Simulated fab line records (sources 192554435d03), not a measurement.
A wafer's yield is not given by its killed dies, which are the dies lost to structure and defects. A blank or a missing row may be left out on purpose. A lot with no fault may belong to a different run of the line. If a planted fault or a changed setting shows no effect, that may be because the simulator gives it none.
fab line records | flow n5Finfet
record lots=7 wafers=21
route steps=1938 shown ZERO_LAYER@9 WELL_APT@21 FIN_SAQP@96
startH: hours from the record's first day to the start of the lot's first wafer shown | waitH: how many hours have passed since the lot's step before this one | " same as the row above | L1.1+2: one row covering several wafers at once | - no value, or no start given | * or withheld: withheld | < > ~ a bound
route shown NAME@n: NAME is a module with steps in the file, n the number in the route of the first one | usual: mean/standard deviation taken from wafers without a fault | same: alike in all rows | chamber/n: place in a boat | sites: readings site by site | _std_site: how widely they spread, as a standard deviation | _edge_site: outer sites' mean less inner sites' | radiusMm: how far each site lies from the wafer's centre | mask NAME#n: copy n | behind: the most recent tool/chamber to have shaped the wafer | hold: reason for holding the lot/hours on hold/outcome of the hold | device: the transistor (n, p or np) that didn't switch | end of line: at the end of the route, the tests of the same wafers | a step without rows: its recipe alone | killed: not the wafer's yield, but the dies lost to structure and defects at the first sort | map: the dies of a wafer, with x for killed, . for not killed, _ for no die there
set.NAME: the setting that was run; set.NAME@STEP: the one run at that earlier step | model.NAME: the simulator's own value behind a step, which no gauge read
lots run with intentionally changed settings; tables by step, rows by wafer
## steps
# step N5_ZERO_LAYER_EXPOSE_08
# recipe maskId=ZERO na=0.55 sourceShape=conventional sigmaOuter=0.8 polarization=unpolarized defocusNm=0 targetCdNm=2000 doseMj=16.2
# columns lot.wafer tool chamber startH waitH mask set.doseMj
L079.3+5 krfScanner-02 0 42.62 - ZERO#0 15.19
L079.6 " 0 " " ZERO#0 16.2
L081.2 krfScanner-02 0 54.60 - ZERO#0 16.2
L081.4+6 " 0 " " ZERO#0 15.76
L087.2+6 krfScanner-02 0 90.47 - ZERO#0 16.2
L087.3 " 0 " " ZERO#0 15.88
L090.1 krfScanner-01 0 108.49 - ZERO#0 16.2
L090.2+6 " 0 " " ZERO#0 16.91
L091.1+4+5 krfScanner-02 0 114.59 - ZERO#0 16.2
L096.3+5 krfScanner-02 0 144.80 - ZERO#0 16.2
L096.6 " 0 " " ZERO#0 16.79
L097.3+5 krfScanner-02 0 150.50 - ZERO#0 16.2
L097.4 " 0 " " ZERO#0 15.35
# step N5_ZERO_LAYER_PEB_09
# recipe pebTempC=withheld pebTimeS=*
# step N5_ZERO_LAYER_DEVELOP_10
# recipe developTimeS=60 rinseLiquid=diw dry=airSpin devTempC=21
# step N5_ZERO_LAYER_HARDBAKE_23
# recipe tempC=130 timeS=120
# step N5_ZERO_LAYER_CD_MEAS_11
# recipe targetCdNm=2000 landingEnergyEv=500 detector=seInlens
# usual cdNm=2000.6/1.4
# columns lot.wafer tool chamber startH waitH set.doseMj@ZERO_LAYER_EXPOSE_08 cdNm
L079.3 cdSem-03 0 42.79 - 15.19 1987.1
L079.5 " 0 " " 15.19 1989.6
L079.6 " 0 " " 16.2 1999.3
L081.2 cdSem-02 0 54.77 - 16.2 2001.3
L081.4 " 0 " " 15.76 1996.7
L081.6 " 0 " " 15.76 1994.7
L087.2 cdSem-01 0 90.64 - 16.2 1999.9
L087.3 " 0 " " 15.88 1998.1
L087.6 " 0 " " 16.2 2001.4
L090.1 cdSem-02 0 108.66 - 16.2 2000.2
L090.2 " 0 " " 16.91 2008.7
L090.6 " 0 " " 16.91 2011.6
L091.1 cdSem-03 0 114.77 - 16.2 2000.0
L091.4 " 0 " " 16.2 2001.9
L091.5 " 0 " " 16.2 1997.8
L096.3 cdSem-02 0 144.96 - 16.2 2001.2
L096.5 " 0 " " 16.2 2001.9
L096.6 " 0 " " 16.79 2008.1
L097.3 cdSem-01 0 150.67 - 16.2 2000.4
L097.4 " 0 " " 15.35 1988.6
L097.5 " 0 " " 16.2 2000.9
# step N5_ZERO_LAYER_DESCUM_16
# recipe chemistry=O2 timeS=7.9 sourcePowerW=50 biasPowerW=20 pressureMtorr=20 rfFrequencyHz=2.712e+07 tempC=40 o2FlowSccm=225
# columns lot.wafer tool chamber startH waitH set.doseMj@ZERO_LAYER_EXPOSE_08 model.ZERO_LAYER.cdNm
L079.3 rieDiel-04 1 42.82 0.0 15.19 1987
L079.5 " 1 " " 15.19 1990
L079.6 " 0 " " 16.2 2000
L081.2 rieDiel-06 3 54.80 0.0 16.2 2002
L081.4 " 2 " " 15.76 1997
L081.6 " 3 " " 15.76 1995
L087.2 rieDiel-04 2 90.68 0.0 16.2 2000
L087.3 " 3 " " 15.88 1998
L087.6 " 3 " " 16.2 2001
L090.1 rieDiel-02 3 108.75 0.1 16.2 2000
L090.2 " 2 " " 16.91 2009
L090.6 " 3 " " 16.91 2012
L091.1 rieDiel-02 2 114.80 0.0 16.2 2000
L091.4 " 1 " " 16.2 2002
L091.5 " 3 " " 16.2 1998
L096.3 rieDiel-04 2 145.06 0.1 16.2 2001
L096.5 " 1 " " 16.2 2002
L096.6 " 2 " " 16.79 2008
L097.3 rieDiel-06 2 150.72 0.0 16.2 2000
L097.4 " 3 " " 15.35 1988
L097.5 " 1 " " 16.2 2001
# step N5_WELL_APT_COAT_02
# recipe spinRpm=1357 resistThkNm=950
# columns lot.wafer tool chamber startH waitH set.spinRpm model.coat_of_WELL_APT_COAT_02.thkNm
L079.3 lithoTrack-03 0 - - 1357 950.2
L079.5 " 0 " " 1432 931.1
L079.6 " 0 " " 1357 955.5
L081.2+6 lithoTrack-03 0 - - 1357 955
L081.4 " 0 " " 1357 956.6
L087.2 lithoTrack-04 0 - - 1231 998.1
L087.3 " 0 " " 1231 998.4
L087.6 " 0 " " 1357 950.8
L090.1 lithoTrack-03 0 - - 1488 905.9
L090.2 " 0 " " 1357 950.6
L090.6 " 0 " " 1357 945.1
L091.1 lithoTrack-04 0 - - 1357 950.3
L091.4 " 0 " " 1357 949.4
L091.5 " 0 " " 1357 951
L096.3 lithoTrack-04 0 - - 1241 989
L096.5 " 0 " " 1357 942.8
L096.6 " 0 " " 1241 987.6
L097.3 lithoTrack-02 0 - - 1357 950.2
L097.4 " 0 " " 1357 949.3
L097.5 " 0 " " 1357 948.9
# step N5_FIN_SAQP_HM_DEP_03
# recipe material=SiNx targetThkA=380 tempC=400 precursor=SiH4/NH3/N2 pressureTorr=1.5 rfW=300 timeS=33.6
# columns lot.wafer tool chamber startH waitH set.timeS model.SiNx_of_FIN_SAQP_HM_DEP_03.thkNm
L079.3 pecvd-03 1 52.38 0.2 33.6 37.38
L079.5 " 1 " " 29.25 32.87
L079.6 " 2 " " 33.6 37.56
L081.2 pecvd-04 0 63.97 0.2 29.66 33.79
L081.4 " 2 " " 33.6 38.56
L081.6 " 1 " " 29.66 34.19
L087.2 pecvd-01 2 101.68 0.2 38.13 42.56
L087.3 " 0 " " 38.13 42.99
L087.6 " 1 " " 38.13 43.28
L090.1 pecvd-04 1 117.30 0.2 33.6 37.34
L090.2 " 0 " " 33.6 37.92
L090.6 " 1 " " 35.36 40.27
L091.1 pecvd-04 0 124.12 0.2 33.6 38.04
L091.4 " 0 " " 33.6 38.49
L091.5 " 2 " " 33.6 38.29
L096.3 pecvd-04 1 153.89 0.2 33.6 38.46
L096.5 " 0 " " 37.81 43.24
L096.6 " 1 " " 37.81 42.78
L097.3 pecvd-04 0 161.13 0.2 33.6 38.7
L097.4 " 1 " " 37.62 43.24
L097.5 " 1 " " 37.62 42.86
# step N5_FIN_SAQP_THK_MEAS_05
# usual thkNm=38.1/0.46
# columns lot.wafer tool chamber startH waitH set.timeS@FIN_SAQP_HM_DEP_03 thkNm
L079.3 filmMetro-02 - 52.47 0.1 33.6 37.4
L079.5 " - " " 29.25 32.9
L079.6 " - " " 33.6 37.5
L081.2 filmMetro-01 - 64.06 0.1 29.66 33.8
L081.4 " - " " 33.6 38.6
L081.6 " - " " 29.66 34.2
L087.2 filmMetro-01 - 101.76 0.1 38.13 42.5
L087.3 " - " " 38.13 43.0
L087.6 " - " " 38.13 43.3
L090.1 filmMetro-01 - 117.38 0.1 33.6 37.4
L090.2 " - " " 33.6 37.9
L090.6 " - " " 35.36 40.2
L091.1 filmMetro-01 - 124.21 0.1 33.6 38.0
L091.4 " - " " 33.6 38.5
L091.5 " - " " 33.6 38.3
L096.3 filmMetro-01 - 153.97 0.1 33.6 38.5
L096.5 " - " " 37.81 43.2
L096.6 " - " " 37.81 42.7
L097.3 filmMetro-02 - 161.22 0.1 33.6 38.7
L097.4 " - " " 37.62 43.2
L097.5 " - " " 37.62 42.9
# step N5_FIN_SAQP_PECVD_06
# recipe material=a-Si targetThkA=600 tempC=400 precursor=SiH4/He pressureTorr=3 rfW=100 timeS=48.1
# columns lot.wafer tool chamber startH waitH set.timeS model.a-Si_of_FIN_SAQP_PECVD_06.thkNm
L079.3 pecvd-04 0 52.59 0.0 41.01 50.08
L079.5 " 1 " " 48.1 60.27
L079.6 " 0 " " 48.1 60.23
L081.2 pecvd-01 1 64.17 0.0 44.91 56.06
L081.4 " 2 " " 44.91 56.93
L081.6 " 0 " " 48.1 61.11
L087.2 pecvd-03 1 101.88 0.0 54.72 67.52
L087.3 " 2 " " 54.72 67.65
L087.6 " 2 " " 48.1 60.16
L090.1 pecvd-03 0 117.50 0.0 48.1 60.85
L090.2 " 1 " " 51.57 64.44
L090.6 " 0 " " 48.1 61.8
L091.1 pecvd-04 0 124.33 0.0 48.1 59.55
L091.4 " 1 " " 48.1 59.62
L091.5 " 0 " " 48.1 60.72
L096.3 pecvd-03 0 154.09 0.0 48.1 59.85
L096.5 " 1 " " 48.1 60.96
L096.6 " 2 " " 48.1 59.94
L097.3 pecvd-03 2 161.41 0.0 48.1 58.96
L097.4 " 1 " " 55.23 69.08
L097.5 " 1 " " 48.1 59.86
# step N5_FIN_SAQP_THK_MEAS_07
# usual thkNm=59.8/0.81
# columns lot.wafer tool chamber startH waitH set.timeS@FIN_SAQP_PECVD_06 thkNm
L079.3 filmMetro-01 - 52.68 0.1 41.01 50.1
L079.5 " - " " 48.1 60.2
L079.6 " - " " 48.1 60.2
L081.2 filmMetro-01 - 64.26 0.1 44.91 56.0
L081.4 " - " " 44.91 57.0
L081.6 " - " " 48.1 61.1
L087.2 filmMetro-01 - 101.97 0.1 54.72 67.5
L087.3 " - " " 54.72 67.7
L087.6 " - " " 48.1 60.2
L090.1 filmMetro-02 - 117.59 0.1 48.1 60.8
L090.2 " - " " 51.57 64.4
L090.6 " - " " 48.1 61.8
L091.1 filmMetro-01 - 124.42 0.1 48.1 59.5
L091.4 " - " " 48.1 59.6
L091.5 " - " " 48.1 60.7
L096.3 filmMetro-01 - 154.18 0.1 48.1 59.9
L096.5 " - " " 48.1 61.0
L096.6 " - " " 48.1 59.9
L097.3 filmMetro-01 - 161.50 0.1 48.1 58.9
L097.4 " - " " 55.23 69.0
L097.5 " - " " 48.1 59.8
# step N5_FIN_SAQP_HM_DEP_72
# recipe material=SiO2 targetThkA=120 tempC=400 precursor=SiH4/N2O pressureTorr=0.75 rfW=275 timeS=7.2
# step N5_FIN_SAQP_COAT_49
# recipe resist=SOC tempC=250 timeS=60 spinRpm=1500 resistThkNm=100
# step N5_FIN_SAQP_HM_OPEN_73
# recipe chemistry=CHF3/O2 target=SiO2 stopOn=a-Si targetDepthA=120 overEtchFrac=1.8 maskMaterial=SOC timeS=16.8 pressureMtorr=30 sourceW=650 biasW=170 Ar_flow_sccm=200 CHF3_flow_sccm=50 O2_flow_sccm=5 ionEnergyEv=200 ends=endPoint
# step N5_FIN_SAQP_STRIP_74
# recipe chemistry=CHF3/O2 resist=SiARC rfFrequencyHz=6e+07
# step N5_FIN_SAQP_MANDREL_ETCH_22
# recipe targetDepthA=600 chemistry=HBr/Cl2 target=a-Si stopOn=SiNx btTimeS=10 overEtchFrac=0.5 timeS=30 pressureMtorr=10 icpW=800 biasW=75 HBr_flow_sccm=150 Cl2_flow_sccm=80 ends=endPoint
# usual oesProductAu=0.760/0.012
# columns lot.wafer tool chamber startH waitH set.timeS@FIN_SAQP_PECVD_06 oesProductAu model.etch.depthNm
L079.3 rieSi-01 2 53.54 0.0 41.01 0.667 50.08
L079.5 " 0 " " 48.1 0.763 60.27
L079.6 " 3 " " 48.1 0.762 60.23
L081.2 rieSi-01 2 65.13 0.0 44.91 0.719 56.06
L081.4 " 3 " " 44.91 0.737 56.91
L081.6 " 0 " " 48.1 0.766 61.09
L087.2 rieSi-01 0 102.71 0.0 54.72 0.809 67.51
L087.3 " 1 " " 54.72 0.815 67.62
L087.6 " 0 " " 48.1 0.764 60.13
L090.1 rieSi-06 0 118.33 0.0 48.1 0.775 60.83
L090.2 " 3 " " 51.57 0.793 64.41
L090.6 " 0 " " 48.1 0.790 61.76
L091.1 rieSi-06 0 125.28 0.0 48.1 0.772 59.55
L091.4 " 3 " " 48.1 0.757 59.62
L091.5 " 2 " " 48.1 0.770 60.72
L096.3 rieSi-01 3 155.04 0.0 48.1 0.762 59.85
L096.5 " 1 " " 48.1 0.772 60.96
L096.6 " 2 " " 48.1 0.746 59.86
L097.3 rieSi-01 2 162.38 0.0 48.1 0.739 58.96
L097.4 " 0 " " 55.23 0.824 69
L097.5 " 2 " " 48.1 0.748 59.86
# step N5_FIN_SAQP_ETCH_65
# recipe chemistry=CF4 target=SiO2 targetDepthA=40 ionEnergyEv=350 timeS=4.4 pressureMtorr=10 icpW=800 biasW=400 cf4FlowSccm=80
# columns lot.wafer tool chamber startH waitH set.timeS model.etch.depthNm
L079.3 rieSi-05 0 55.54 0.1 4.121 3.652
L079.5 " 3 " " 4.4 4.104
L079.6 " 2 " " 4.4 3.925
L081.2 rieSi-05 3 67.01 0.1 4.891 4.598
L081.4 " 1 " " 4.4 4.005
L081.6 " 3 " " 4.4 4.132
L087.2 rieSi-01 1 105.24 0.1 4.4 4.031
L087.3 " 3 " " 3.822 3.463
L087.6 " 0 " " 4.4 4.058
L090.1 rieSi-06 2 120.78 0.1 4.4 3.916
L090.2 " 0 " " 3.689 3.448
L090.6 " 1 " " 4.4 3.95
L091.1 rieSi-06 3 127.53 0.1 4.4 4.03
L091.4 " 1 " " 4.4 3.951
L091.5 " 0 " " 4.4 4.032
L096.3 rieSi-05 3 156.93 0.1 4.4 4.076
L096.5 " 3 " " 4.4 4.094
L096.6 " 1 " " 4.4 3.982
L097.3 rieSi-06 3 165.66 0.1 4.71 4.289
L097.4 " 0 " " 4.71 4.4
L097.5 " 0 " " 4.4 4.09
# step N5_FIN_SAQP_MANDREL_ETCH_58
# recipe chemistry=HBr/Cl2 target=a-Si targetDepthA=450 btTimeS=10 stopOn=SiNx maskMaterial=SiO2 overEtchFrac=0.8 timeS=27 pressureMtorr=10 icpW=800 biasW=75 HBr_flow_sccm=150 Cl2_flow_sccm=80 ends=endPoint
# columns lot.wafer tool chamber startH waitH set.timeS@FIN_SAQP_HM_DEP_03 model.SiNx_of_FIN_SAQP_HM_DEP_03.thkNm
L079.3 rieSi-05 0 55.57 0.0 33.6 37.38
L079.5 " 3 " " 29.25 32.6
L079.6 " 2 " " 33.6 37.56
L081.2 rieSi-05 3 67.05 0.0 29.66 33.6
L081.4 " 1 " " 33.6 38.56
L081.6 " 3 " " 29.66 34
L087.2 rieSi-01 1 105.27 0.0 38.13 42.6
L087.3 " 3 " " 38.13 43
L087.6 " 0 " " 38.13 43.2
L090.1 rieSi-06 2 120.82 0.0 33.6 37.34
L090.2 " 0 " " 33.6 37.92
L090.6 " 1 " " 35.36 40.27
L091.1 rieSi-06 3 127.56 0.0 33.6 38.04
L091.4 " 1 " " 33.6 38.49
L091.5 " 0 " " 33.6 38.29
L096.3 rieSi-05 3 156.96 0.0 33.6 38.2
L096.5 " 3 " " 37.81 43
L096.6 " 1 " " 37.81 42.78
L097.3 rieSi-06 3 165.69 0.0 33.6 38.7
L097.4 " 0 " " 37.62 43.24
L097.5 " 0 " " 37.62 42.86
# step N5_FIN_SAQP_SPACER2_ALD_28
# recipe material=SiO2 targetThkA=81 tempC=300 aldPrecursorFamily=BDEAS aldCoReactant=O2-plasma pulseTimeS=1 purgeTimeS=2 coReactantPurgeTimeS=2 pressureTorr=2
# columns lot.wafer tool chamber startH waitH set.tempC
L079.3+5 aldSin-03 1,2 56.52 0.1 300
L079.6 " 3 " " 294.4
L081.2+6 aldSin-04 3,2 67.88 0.1 292
L081.4 " 0 " " 300
L087.2+6 aldSin-03 2 108.20 2.2 300
L087.3 " 0 " " 308.4
L090.1 aldSin-04 0 121.65 0.1 300
L090.2+6 " 3,0 " " 308.3
L091.1+4+5 aldSin-03 1,3,2 128.45 0.1 300
L096.3+5+6 aldSin-01 1,2,3 157.92 0.1 300
L097.3 aldSin-01 0 167.29 0.8 300
L097.4+5 " 1,2 " " 310.2
# step N5_FIN_SAQP_SPACER2_ETCHBACK_29
# recipe chemistry=CHF3/O2 mode=anisotropicEtchback target=SiO2 targetDepthA=122 timeS=6.1 pressureMtorr=30 sourceW=650 biasW=170 Ar_flow_sccm=200 CHF3_flow_sccm=50 O2_flow_sccm=5 ionEnergyEv=200
# step N5_FIN_SAQP_MANDREL2_REMOVE_60
# recipe chemistry=HBr/Cl2/O2 btTimeS=10 target=a-Si stopOn=SiNx endpoint=OES-SiCl overEtchFrac=1 icpW=600 biasW=22 HBr_flow_sccm=150 Cl2_flow_sccm=80 O2_flow_sccm=5 pressureMtorr=10
# step N5_FIN_SAQP_HM_OPEN_33
# recipe chemistry=CH3F/O2 target=SiNx maskMaterial=SiO2 targetDepthA=494 timeS=70.6 pressureMtorr=30 sourceW=395 biasW=73 Ar_flow_sccm=150 CH3F_flow_sccm=30 O2_flow_sccm=20 ionEnergyEv=120 ends=cleared
# usual etchRfOnTimeS=70.1/1.5
# columns lot.wafer tool chamber startH waitH set.timeS@FIN_SAQP_HM_DEP_03 etchRfOnTimeS model.etch.depthNm
L079.3 rieDiel-03 1 57.33 0.0 33.6 69.5 36.75
L079.5 " 3 " " 29.25 60.8 32
L079.6 " 1 " " 33.6 69.9 36.93
L081.2 rieDiel-05 1 68.62 0.2 29.66 60.4 32.91
L081.4 " 3 " " 33.6 72.0 37.94
L081.6 " 1 " " 29.66 61.1 33.32
L087.2 rieDiel-01 1 108.99 0.0 38.13 77.9 41.92
L087.3 " 0 " " 38.13 79.0 42.29
L087.6 " 0 " " 38.13 79.1 42.6
L090.1 rieDiel-03 2 122.57 0.3 33.6 67.4 36.71
L090.2 " 0 " " 33.6 67.8 37.29
L090.6 " 0 " " 35.36 71.7 39.64
L091.1 rieDiel-03 1 129.02 0.0 33.6 70.3 37.41
L091.4 " 2 " " 33.6 71.7 37.87
L091.5 " 3 " " 33.6 72.2 37.67
L096.3 rieDiel-03 2 158.69 0.2 33.6 69.6 37.58
L096.5 " 1 " " 37.81 78.7 42.37
L096.6 " 2 " " 37.81 77.9 42.15
L097.3 rieDiel-03 0 167.90 0.0 33.6 70.6 38.08
L097.4 " 2 " " 37.62 79.1 42.61
L097.5 " 2 " " 37.62 78.2 42.23
# step N5_FIN_SAQP_ETCH_34
# recipe chemistry=C4F6/O2 target=SiO2 targetDepthA=450 timeS=15 ionEnergyEv=250 pressureMtorr=30 sourceW=345 biasW=185 Ar_flow_sccm=300 C4F6_flow_sccm=10 O2_flow_sccm=10 ends=cleared
# columns lot.wafer tool chamber startH waitH set.timeS@FIN_SAQP_HM_DEP_03 model.SiNx_of_FIN_SAQP_HM_DEP_03.thkNm
L079.3 rieDiel-03 1 57.40 0.0 33.6 33.8
L079.5 " 3 " " 29.25 29
L079.6 " 1 " " 33.6 34
L081.2 rieDiel-05 1 68.69 0.0 29.66 30
L081.4 " 3 " " 33.6 35
L081.6 " 1 " " 29.66 30.4
L087.2 rieDiel-01 1 109.06 0.0 38.13 39
L087.3 " 0 " " 38.13 39.4
L087.6 " 0 " " 38.13 39.6
L090.1 rieDiel-03 2 122.64 0.0 33.6 33.8
L090.2 " 0 " " 33.6 34.4
L090.6 " 0 " " 35.36 36.8
L091.1 rieDiel-03 1 129.09 0.0 33.6 34.6
L091.4+5 " 2,3 " " 33.6 34.8
L096.3 rieDiel-03 2 158.76 0.0 33.6 34.6
L096.5 " 1 " " 37.81 39.4
L096.6 " 2 " " 37.81 39.2
L097.3 rieDiel-03 0 167.97 0.0 33.6 35.2
L097.4 " 2 " " 37.62 39.6
L097.5 " 2 " " 37.62 39.2
## key
split step=N5_ZERO_LAYER_EXPOSE_08 setting=doseMj stated=16.2 by=wafer
response step=N5_ZERO_LAYER_CD_MEAS_11 reading=cdNm change=+1.99 per=1% r=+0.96
response step=N5_ZERO_LAYER_DESCUM_16 reading=model.ZERO_LAYER.cdNm change=+2.03 per=1% r=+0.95
split step=N5_WELL_APT_COAT_02 setting=spinRpm stated=1357 by=wafer
response step=N5_WELL_APT_COAT_02 reading=model.coat_of_WELL_APT_COAT_02.thkNm change=-4.79 per=1% r=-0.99
split step=N5_FIN_SAQP_HM_DEP_03 setting=timeS stated=33.6 by=wafer
response step=N5_FIN_SAQP_HM_DEP_03 reading=model.SiNx_of_FIN_SAQP_HM_DEP_03.thkNm change=+0.373 per=1% r=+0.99
response step=N5_FIN_SAQP_THK_MEAS_05 reading=thkNm change=* per=1% r=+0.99
response step=N5_FIN_SAQP_MANDREL_ETCH_58 reading=model.SiNx_of_FIN_SAQP_HM_DEP_03.thkNm change=+0.385 per=1% r=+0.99
response step=N5_FIN_SAQP_HM_OPEN_33 reading=etchRfOnTimeS change=* per=1% r=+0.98
response step=N5_FIN_SAQP_HM_OPEN_33 reading=model.etch.depthNm change=+0.385 per=1% r=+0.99
response step=N5_FIN_SAQP_ETCH_34 reading=model.SiNx_of_FIN_SAQP_HM_DEP_03.thkNm change=+0.384 per=1% r=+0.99
split step=N5_FIN_SAQP_PECVD_06 setting=timeS stated=48.1 by=wafer
response step=N5_FIN_SAQP_PECVD_06 reading=model.a-Si_of_FIN_SAQP_PECVD_06.thkNm change=+0.621 per=1% r=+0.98
response step=N5_FIN_SAQP_THK_MEAS_07 reading=thkNm change=* per=1% r=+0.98
response step=N5_FIN_SAQP_MANDREL_ETCH_22 reading=oesProductAu change=+0.00497 per=1% r=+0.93
response step=N5_FIN_SAQP_MANDREL_ETCH_22 reading=model.etch.depthNm change=+0.619 per=1% r=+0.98
split step=N5_FIN_SAQP_ETCH_65 setting=timeS stated=4.4 by=wafer
response step=N5_FIN_SAQP_ETCH_65 reading=model.etch.depthNm change=+0.0393 per=1% r=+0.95
split step=N5_FIN_SAQP_SPACER2_ALD_28 setting=tempC stated=300 by=wafer
response none clear
